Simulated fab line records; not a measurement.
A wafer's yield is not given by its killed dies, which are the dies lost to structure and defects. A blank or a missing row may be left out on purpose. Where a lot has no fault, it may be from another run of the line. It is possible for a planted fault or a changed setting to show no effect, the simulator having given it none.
A struck lot beside a sound one | flow n5-finfet | 15 steps out of a route of 1938
Sound: wafers L783.2, L783.4, L783.5. Struck: wafer L787.2 (left out: L787.3, L787.5 of the same lot, which were not struck); the cause appears at the end.
For every step that has rows: the tool of each side, followed by ch and its chambers, followed by its first start. Under that, the readings that differ: sound wafers | struck wafers | difference of the means | sigmas: that difference in standard deviations of wafers without a fault.
alike: readings whose means differ by less than 2 such deviations, and words and numbers that are the same on both sides. not compared: withheld readings, readings that some wafer has no value for, bounds like >300 that may hide the same value, and numbers for which the record gives no deviation and whose values overlap.
A row with sigmas, a row that says differs or no value, or rows on one side alone: a step with any of these is where the two part. Non-overlapping numbers with no deviation appear without sigmas and do not part them. Lack of a reading on every wafer of one side parts them only where that side has two or more wafers.

first, 1 step without rows for these wafers: N5_SDB_STRIP_19 (strips in N2/H2).
N5_SDB_STRIP_21: strips in CF4.
  sound on rie-diel-05 ch 0,1,3, day 5 06:55; struck on rie-diel-04 ch 1, day 6 06:04
  alike: drypump-motor-current-A, oes-product-au, rf-vpp-V, showerhead-plenum-p-Torr, throttle-valve-pct
  not compared: rf-hours-counter-h
N5_SDB_HM_OPEN_20: chemistry CH3F/O2, target SiNx, stops on poly-Si, target depth 24 nm.
  sound on rie-diel-05 ch 0,1,3, day 5 06:56; struck on rie-diel-04 ch 1, day 6 06:05
  alike: O2_flow_sccm, drypump-motor-current-A, oes_o_777_au, oes-product-au, rf-vpp-V, showerhead-plenum-p-Torr, throttle-valve-pct
  not compared: rf-hours-counter-h
N5_SDB_STRIP_22: strips in N2/H2.
  sound on plasma-asher-02 ch 0,1, day 5 07:01; struck on plasma-asher-01 ch 1, day 6 06:10
  alike: drypump-motor-current-A, heater-power-w, oes-product-au, strip-time-to-endpoint-s
  not compared: rf-hours-counter-h
then, 3 steps without rows for these wafers: N5_SDB_PRECLEAN_23 (cleans in dHF, time 30 s); N5_SDB_DUMMY_REMOVE_24 (chemistry TMAH, target poly-Si, stops on SiO2, target depth 142 nm, time 57 s, rinse time 30 s); N5_SDB_ETCH_25 (etches SiO2 in C4F6/O2, target depth 10 nm, time 3.3 s).
N5_SDB_CUT_ETCH_26: etches Si in HBr/Cl2/O2, target depth 129.6 nm, bt time 20 s, time 51.8 s.
  sound on rie-si-06 ch 0,1,2, day 5 07:19; struck on rie-si-02 ch 1, day 6 06:29
  alike: O2_flow_sccm, drypump-motor-current-A, mfc-cl2-sccm, oes_o_777_au, oes-product-au, throttle-valve-pct
  not compared: rf-hours-counter-h
then, 3 steps without rows for these wafers: N5_SDB_PRECLEAN_38 (cleans in dHF, time 10 s); N5_SDB_PRECLEAN_39 (cleans in O3/DIW, time 45 s); N5_SDB_SRD_28 (time 30 s).
N5_SDB_ALD_29: deposits SiNx, target thk 30 nm, pulse time 1 s, ald cycles 600.
  sound on ald-sin-01 ch 0,1,3, day 5 07:30; struck on ald-sin-04 ch 2, day 6 06:40
  alike: heater-power-w, precursor-pulse-height-rel
N5_SDB_CMP_30: polishes, stops on poly-Si, t overpolish 1.54 s, target thk 30 nm.
  sound on cmp-01 ch 1,2,3, day 5 10:19; struck on cmp-01 ch 0, day 6 09:23
  reading                 | sound             | struck | difference | sigmas
  head-pressure-psi (psi) | 4.153 4.156 4.154 | 2.520  | -1.634     | -99 or more
  time-to-endpoint-s (s)  | 16 14 19          | 28     | +12        | +4
  alike: motor-current-A, overpolish-run-s
N5_SDB_THK_MEAS_31:
  struck on film-metro-01, day 6 09:41; sound on film-metro-02, day 5 10:32
  reading      | sound          | struck | difference | sigmas
  SDB_THK (nm) | 61.6 63.6 64.2 | 67.0   | +3.9       | +3
next, for these wafers, 1 step has no rows: N5_PASSIVATION_PROBE_49.

## WHERE THEY PART
Last at N5_SDB_THK_MEAS_31 as far as this record goes, first at N5_SDB_CMP_30.

WHY: what had been put in by the simulator
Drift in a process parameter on cmp-01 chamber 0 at N5_SDB_CMP_30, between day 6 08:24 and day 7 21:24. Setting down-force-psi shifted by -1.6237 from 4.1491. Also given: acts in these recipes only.
